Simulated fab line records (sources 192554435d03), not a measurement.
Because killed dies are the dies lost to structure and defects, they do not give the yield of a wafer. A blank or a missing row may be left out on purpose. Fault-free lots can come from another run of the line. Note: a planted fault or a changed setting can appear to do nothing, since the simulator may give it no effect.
fab line records + flow n5-finfet
[record]
- lots = 14
- wafers = 42
- last-day = 17
route steps=1938 shown BEOL_M13@1660
lots with no fault: from the same line, run without faults
start-h: hours from the record's first day to the start of the lot's first wafer shown + wait-h: hours from the lot's prior step to this one + " same as the row above + L1.1+2: one row covering several wafers at once + - no value, or no start was given + * or withheld: withheld + < > ~ a bound
route shown NAME@n: names a module that has steps shown in the file, with the first one's number in the route + usual: mean/standard deviation taken from wafers without a fault + same: alike in all rows + chamber/n: place in a boat + sites: readings site by site + _std_site: standard deviation of those values + _edge_site: the outer-site mean with the inner-site mean subtracted + radius-mm: how far each site lies from the wafer's centre + mask NAME#n: copy n + behind: tool/chamber where the wafer was last shaped + hold: cause of the lot's hold/its duration in hours/its outcome + device: transistor that didn't switch, given as n, p or np + end of line: tests run on the same wafers once the route is complete + a step given without rows: its recipe and nothing more + killed: the dies lost at the first sort to structure and to defects; this is not the yield of the wafer + map: the dies of a wafer, with x for killed, . for not killed, _ for no die there
set.NAME: setting as actually run; set.NAME@STEP: the setting as run at that earlier step + model.NAME: the simulator's own value behind a step, which no gauge read
steps of the route over a sample of lots; a table a step, a row a wafer
services: the hour from which a tool's chamber was out of use, counted from the record's first day as start-h (under 0 if before that day), plus the number of hours and why
[[steps]]
[step N5_BEOL_M13_THK_MEAS_01]
[recipe]
- reads = SiOC_of_BEOL_M13_ILD_DEP_00
[usual]
- M13_ILD_THK = 840/9.4
| lot.wafer | tool          | chamber | start-h | wait-h | M13_ILD_THK[nm] |
|-----------|---------------|---------|---------|--------|-----------------|
| L541.2    | film-metro-01 | -       | 244.86  | 0.1    | 819             |
| L541.5    | "             | -       | "       | "      | 839             |
| L541.6    | "             | -       | "       | "      | 836             |
| L542.1    | film-metro-02 | -       | 245.49  | 0.1    | 840             |
| L542.4    | "             | -       | "       | "      | 839             |
| L542.5    | "             | -       | "       | "      | 845             |
| L543.2    | film-metro-01 | -       | 249.07  | 0.1    | 829             |
| L543.5    | "             | -       | "       | "      | 838             |
| L543.6    | "             | -       | "       | "      | 838             |
| L544.2    | film-metro-02 | -       | 261.08  | 0.1    | 825             |
| L544.3    | "             | -       | "       | "      | 825             |
| L544.6    | "             | -       | "       | "      | 838             |
| L548.1    | film-metro-02 | -       | 277.92  | 0.1    | 842             |
| L548.5    | "             | -       | "       | "      | 848             |
| L548.6    | "             | -       | "       | "      | 842             |
| L549.1    | film-metro-02 | -       | 282.40  | 0.1    | 828             |
| L549.5    | "             | -       | "       | "      | 839             |
| L549.6    | "             | -       | "       | "      | 835             |
| L550.2    | film-metro-01 | -       | 286.95  | 0.1    | 837             |
| L550.3    | "             | -       | "       | "      | 823             |
| L550.4    | "             | -       | "       | "      | 840             |
| L553.3    | film-metro-01 | -       | 308.88  | 0.1    | 842             |
| L553.4    | "             | -       | "       | "      | 847             |
| L553.6    | "             | -       | "       | "      | 857             |
| L554.2    | film-metro-02 | -       | 324.08  | 0.1    | 838             |
| L554.5    | "             | -       | "       | "      | 852             |
| L554.6    | "             | -       | "       | "      | 855             |
| L558.1    | film-metro-01 | -       | 357.05  | 0.1    | 832             |
| L558.3    | "             | -       | "       | "      | 824             |
| L558.6    | "             | -       | "       | "      | 838             |
| L557.1    | film-metro-01 | -       | 357.77  | 0.1    | 850             |
| L557.2    | "             | -       | "       | "      | 838             |
| L557.4    | "             | -       | "       | "      | 859             |
| L559.2    | film-metro-01 | -       | 360.07  | 0.1    | 843             |
| L559.4    | "             | -       | "       | "      | 842             |
| L559.5    | "             | -       | "       | "      | 856             |
| L561.2    | film-metro-01 | -       | 372.69  | 0.1    | 846             |
| L561.4    | "             | -       | "       | "      | 854             |
| L561.6    | "             | -       | "       | "      | 847             |
| L562.4    | film-metro-02 | -       | 375.79  | 0.0    | 844             |
| L562.5    | "             | -       | "       | "      | 843             |
| L562.6    | "             | -       | "       | "      | 834             |
[step N5_BEOL_M13_OVL_MEAS_11]
[recipe]
- points-per-wafer = 44
[usual]
- V12_OVL = -5/5.3
| lot.wafer | tool       | chamber | start-h | wait-h | V12_OVL[nm] |
|-----------|------------|---------|---------|--------|-------------|
| L541.2    | overlay-02 | 0       | 245.20  | 0.0    | -5          |
| L541.5    | "          | 0       | "       | "      | -7          |
| L541.6    | "          | 0       | "       | "      | -7          |
| L542.1    | overlay-02 | 0       | 245.94  | 0.0    | -10         |
| L542.4    | "          | 0       | "       | "      | -6          |
| L542.5    | "          | 0       | "       | "      | -9          |
| L543.2    | overlay-02 | 0       | 249.53  | 0.0    | -2          |
| L543.5    | "          | 0       | "       | "      | 6           |
| L543.6    | "          | 0       | "       | "      | 0           |
| L544.2    | overlay-02 | 0       | 261.53  | 0.0    | -6          |
| L544.3    | "          | 0       | "       | "      | -5          |
| L544.6    | "          | 0       | "       | "      | -6          |
| L548.1    | overlay-02 | 0       | 278.38  | 0.0    | -1          |
| L548.5    | "          | 0       | "       | "      | 6           |
| L548.6    | "          | 0       | "       | "      | 7           |
| L549.1    | overlay-01 | 0       | 282.89  | 0.1    | -4          |
| L549.5    | "          | 0       | "       | "      | 0           |
| L549.6    | "          | 0       | "       | "      | -3          |
| L550.2    | overlay-02 | 0       | 287.41  | 0.0    | 0           |
| L550.3    | "          | 0       | "       | "      | 2           |
| L550.4    | "          | 0       | "       | "      | -1          |
| L553.3    | overlay-02 | 0       | 309.21  | 0.0    | -15         |
| L553.4    | "          | 0       | "       | "      | -11         |
| L553.6    | "          | 0       | "       | "      | -13         |
| L554.2    | overlay-02 | 0       | 324.54  | 0.0    | -4          |
| L554.5    | "          | 0       | "       | "      | -1          |
| L554.6    | "          | 0       | "       | "      | -1          |
| L558.1    | overlay-01 | 0       | 357.39  | 0.0    | -8          |
| L558.3    | "          | 0       | "       | "      | -2          |
| L558.6    | "          | 0       | "       | "      | 3           |
| L557.1    | overlay-01 | 0       | 358.23  | 0.0    | -4          |
| L557.2    | "          | 0       | "       | "      | -2          |
| L557.4    | "          | 0       | "       | "      | -13         |
| L559.2    | overlay-01 | 0       | 360.52  | 0.0    | -6          |
| L559.4    | "          | 0       | "       | "      | -5          |
| L559.5    | "          | 0       | "       | "      | 3           |
| L561.2    | overlay-01 | 0       | 373.15  | 0.0    | 0           |
| L561.4    | "          | 0       | "       | "      | 3           |
| L561.6    | "          | 0       | "       | "      | 3           |
| L562.4    | overlay-01 | 0       | 376.12  | 0.0    | 4           |
| L562.5    | "          | 0       | "       | "      | -6          |
| L562.6    | "          | 0       | "       | "      | 0           |
[step N5_BEOL_M13_PEB_26]
[recipe]
- peb-temp-c = 130
- peb-time-s = 90
[usual]
- chill-plate-temp-C = 22.99/0.11
- exhaust-pa = 44.9/0.95
- peb-time-s = 90/0
| lot.wafer | tool           | chamber | start-h | wait-h | chill-plate-temp-C | exhaust-pa | peb-time-s |
|-----------|----------------|---------|---------|--------|--------------------|------------|------------|
| L541.2    | litho-track-04 | 0       | 246.14  | 0.0    | 22.85              | 45.6       | 90         |
| L541.5    | "              | 0       | "       | "      | 22.96              | 45.0       | 90         |
| L541.6    | "              | 0       | "       | "      | 23.08              | 43.3       | 90         |
| L542.1    | litho-track-02 | 0       | 247.22  | 0.1    | 23.05              | 45.4       | 90         |
| L542.4    | "              | 0       | "       | "      | 22.99              | 43.9       | 90         |
| L542.5    | "              | 0       | "       | "      | 22.91              | 44.6       | 90         |
| L543.2    | litho-track-02 | 0       | 250.45  | 0.0    | 22.90              | 44.2       | 90         |
| L543.5    | "              | 0       | "       | "      | 23.03              | 44.2       | 90         |
| L543.6    | "              | 0       | "       | "      | 23.05              | 44.5       | 90         |
| L544.2    | litho-track-04 | 0       | 263.37  | 0.0    | 22.93              | 45.4       | 90         |
| L544.3    | "              | 0       | "       | "      | 22.77              | 45.2       | 90         |
| L544.6    | "              | 0       | "       | "      | 22.87              | 46.0       | 90         |
| L548.1    | litho-track-03 | -       | 279.21  | 0.1    | -                  | -          | -          |
| L548.5    | "              | -       | "       | "      | -                  | -          | -          |
| L548.6    | "              | -       | "       | "      | -                  | -          | -          |
| L549.1    | litho-track-03 | -       | 283.82  | 0.1    | -                  | -          | -          |
| L549.5    | "              | -       | "       | "      | -                  | -          | -          |
| L549.6    | "              | -       | "       | "      | -                  | -          | -          |
| L550.2    | litho-track-03 | 0       | 288.58  | 0.0    | 23.01              | 46.2       | 90         |
| L550.3    | "              | 0       | "       | "      | 22.98              | 44.8       | 90         |
| L550.4    | "              | 0       | "       | "      | 23.05              | 44.9       | 90         |
| L553.3    | litho-track-03 | 0       | 310.01  | 0.0    | 22.89              | 46.0       | 90         |
| L553.4    | "              | 0       | "       | "      | 22.70              | 45.6       | 90         |
| L553.6    | "              | 0       | "       | "      | 22.93              | 46.4       | 90         |
| L554.2    | litho-track-03 | 0       | 325.51  | 0.0    | 23.16              | 44.2       | 90         |
| L554.5    | "              | 0       | "       | "      | 23.27              | 44.5       | 90         |
| L554.6    | "              | 0       | "       | "      | 22.92              | 45.7       | 90         |
| L558.1    | litho-track-02 | 0       | 358.19  | 0.1    | 23.00              | 45.3       | 90         |
| L558.3    | "              | 0       | "       | "      | 23.01              | 43.8       | 90         |
| L558.6    | "              | 0       | "       | "      | 22.97              | 45.3       | 90         |
| L557.1    | litho-track-02 | 0       | 359.03  | 0.1    | 22.98              | 44.8       | 90         |
| L557.2    | "              | 0       | "       | "      | 23.13              | 44.6       | 90         |
| L557.4    | "              | 0       | "       | "      | 22.95              | 44.5       | 90         |
| L559.2    | litho-track-03 | 0       | 361.59  | 0.0    | 22.96              | 43.2       | 90         |
| L559.4    | "              | 0       | "       | "      | 22.86              | 43.9       | 90         |
| L559.5    | "              | 0       | "       | "      | 22.83              | 43.2       | 90         |
| L561.2    | litho-track-03 | 0       | 374.08  | 0.0    | 23.14              | 44.6       | 90         |
| L561.4    | "              | 0       | "       | "      | 23.08              | 45.2       | 90         |
| L561.6    | "              | 0       | "       | "      | 23.19              | 46.2       | 90         |
| L562.4    | litho-track-03 | 0       | 377.12  | 0.0    | 22.95              | 46.5       | 90         |
| L562.5    | "              | 0       | "       | "      | 22.90              | 44.2       | 90         |
| L562.6    | "              | 0       | "       | "      | 23.04              | 43.4       | 90         |
[step N5_BEOL_M13_CD_MEAS_28]
[recipe]
- target-cd-nm = 209.5
- landing-energy-ev = 500
- detector = se-inlens
[usual]
- cd-nm = 210.0/1
[same]
- landing-energy-ev = 500
| lot.wafer | tool      | chamber | start-h | wait-h | cd-nm |
|-----------|-----------|---------|---------|--------|-------|
| L541.2    | cd-sem-01 | 0       | 246.25  | -      | 211.2 |
| L541.5    | "         | 0       | "       | "      | 209.8 |
| L541.6    | "         | 0       | "       | "      | 210.3 |
| L542.1    | cd-sem-01 | 0       | 247.34  | -      | 210.0 |
| L542.4    | "         | 0       | "       | "      | 208.3 |
| L542.5    | "         | 0       | "       | "      | 210.0 |
| L543.2    | cd-sem-02 | 0       | 250.57  | -      | 209.7 |
| L543.5    | "         | 0       | "       | "      | 209.8 |
| L543.6    | "         | 0       | "       | "      | 210.0 |
| L544.2    | cd-sem-03 | 0       | 263.49  | -      | 209.3 |
| L544.3    | "         | 0       | "       | "      | 210.3 |
| L544.6    | "         | 0       | "       | "      | 209.7 |
| L548.1    | cd-sem-01 | 0       | 279.33  | -      | -     |
| L548.5    | "         | 0       | "       | "      | -     |
| L548.6    | "         | 0       | "       | "      | -     |
| L549.1    | cd-sem-03 | 0       | 283.94  | -      | -     |
| L549.5    | "         | 0       | "       | "      | -     |
| L549.6    | "         | 0       | "       | "      | -     |
| L550.2    | cd-sem-02 | 0       | 288.69  | -      | 209.5 |
| L550.3    | "         | 0       | "       | "      | 209.5 |
| L550.4    | "         | 0       | "       | "      | 209.4 |
| L553.3    | cd-sem-02 | 0       | 310.13  | -      | 209.3 |
| L553.4    | "         | 0       | "       | "      | 209.8 |
| L553.6    | "         | 0       | "       | "      | 210.3 |
| L554.2    | cd-sem-01 | 0       | 325.62  | -      | 210.8 |
| L554.5    | "         | 0       | "       | "      | 211.0 |
| L554.6    | "         | 0       | "       | "      | 211.4 |
| L558.1    | cd-sem-01 | 0       | 358.30  | -      | 210.0 |
| L558.3    | "         | 0       | "       | "      | 211.4 |
| L558.6    | "         | 0       | "       | "      | 211.4 |
| L557.1    | cd-sem-02 | 0       | 359.15  | -      | 210.1 |
| L557.2    | "         | 0       | "       | "      | 210.2 |
| L557.4    | "         | 0       | "       | "      | 210.7 |
| L559.2    | cd-sem-03 | 0       | 361.71  | -      | 211.4 |
| L559.4    | "         | 0       | "       | "      | 211.5 |
| L559.5    | "         | 0       | "       | "      | 210.0 |
| L561.2    | cd-sem-01 | 0       | 374.20  | -      | 211.2 |
| L561.4    | "         | 0       | "       | "      | 212.3 |
| L561.6    | "         | 0       | "       | "      | 211.4 |
| L562.4    | cd-sem-02 | 0       | 377.24  | -      | 209.3 |
| L562.5    | "         | 0       | "       | "      | 210.2 |
| L562.6    | "         | 0       | "       | "      | 209.7 |
[[services]]
| tool           | chamber | start-h | hours | kind                      |
|----------------|---------|---------|-------|---------------------------|
| litho-track-04 | -       | 229.96  | -     | consumable-replace:filter |
| litho-track-02 | -       | 309.53  | -     | consumable-replace:filter |
[[key]]
[first-sign]
- step = N5_BEOL_M13_PEB_26
- reading = tool-record
- direction = missing
effect none on later readings
met-at N5_BEOL_M13_PEB_26
struck-lots L548,L549
later-rows-left-out L548.1,L548.5,L548.6,L549.1,L549.5,L549.6
sort-left-out L548.1,L548.5,L548.6,L549.1,L549.5,L549.6
not-acting-at N5_BEOL_M13_THK_MEAS_01,N5_BEOL_M13_OVL_MEAS_11,N5_BEOL_M13_CD_MEAS_28
[fault]
- kind = skipped-step-whole
- tool = litho-track-03
- chamber = -
- onset-h = 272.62
- steps = N5_BEOL_M13_PEB_26
- scope = struck-lots-only
// sort-left-out: the simulated sort isn't trusted on such a fault, so these wafers' sort isn't shown, and their yield isn't known
// later-rows-left-out: the simulator's readings of these wafers behind a module that went badly wrong aren't trusted and aren't shown, but for the sort
